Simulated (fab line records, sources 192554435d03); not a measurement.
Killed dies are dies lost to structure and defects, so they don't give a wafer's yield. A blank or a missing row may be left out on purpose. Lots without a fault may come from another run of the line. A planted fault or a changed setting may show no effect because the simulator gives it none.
Chamber matching | flow n5_finfet | N5_MOL_CONTACT_COAG_CMP_28 on cmp-02: 4 sister chambers
The step polishes, stops on SiNx, t overpolish 0.85 s, target thk 14.522 nm. 7 wafers are shown with their chamber, then 8 later ones without.

WAFERS WITH THEIR CHAMBER
wafer  | chamber | motor_current_A (A) | time_to_endpoint_s (s)
L078.4 | 0       | 12.2                | 4.4
L078.5 | 0       | 12.2                | 7.1
L080.4 | 3       | 13.5                | 4.8
L080.5 | 3       | 13.4                | 7.3
L084.4 | 1       | 12.6                | 6.7
L084.5 | 2       | 12.9                | 2.1
L085.2 | 2       | 12.4                | 4.5

WAFERS WITHOUT THEIR CHAMBER
wafer  | motor_current_A (A) | time_to_endpoint_s (s)
L085.3 | 12.3                | 5.6
L085.4 | 11.6                | 4.5
L090.3 | 13.9                | 5.4
L090.4 | 12.5                | 4.3
L090.6 | 12.6                | 4.8
L091.3 | 13.0                | 6.9
L091.4 | 12.4                | 6.3
L091.5 | 12.0                | 6.4

WHICH CHAMBER EACH WENT THROUGH
wafer  | from the rows above               | in truth
L085.3 | can't be placed: 0 or 1 or 2      | 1
L085.4 | can't be placed: 0 or 1           | 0
L090.3 | 3                                 | 3
L090.4 | can't be placed: 2 or 1 or 0      | 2
L090.6 | can't be placed: 2 or 1 or 0      | 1
L091.3 | can't be placed: 1 or 3 or 2 or 0 | 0
L091.4 | can't be placed: 1 or 0 or 2      | 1
L091.5 | can't be placed: 0 or 1           | 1
Placed correctly: 1 of 8. Can't be placed from these rows: 7 (the true chamber is among the candidates in 7). Placed wrongly: 0.
How it was worked out, from the rows above alone: a wafer's distance from a chamber is the root of the sum, over the readings, of the square of ((its reading less the chamber's mean) divided by the reading's scatter). The wafer belongs to the nearest chamber; if the next one is less than 2 further off, it can't be placed. A chamber's mean is the mean of its shown wafers. The scatter: the root of (the sum of the squares of (reading less its chamber's mean) over the shown wafers, divided by (wafers less chambers)).
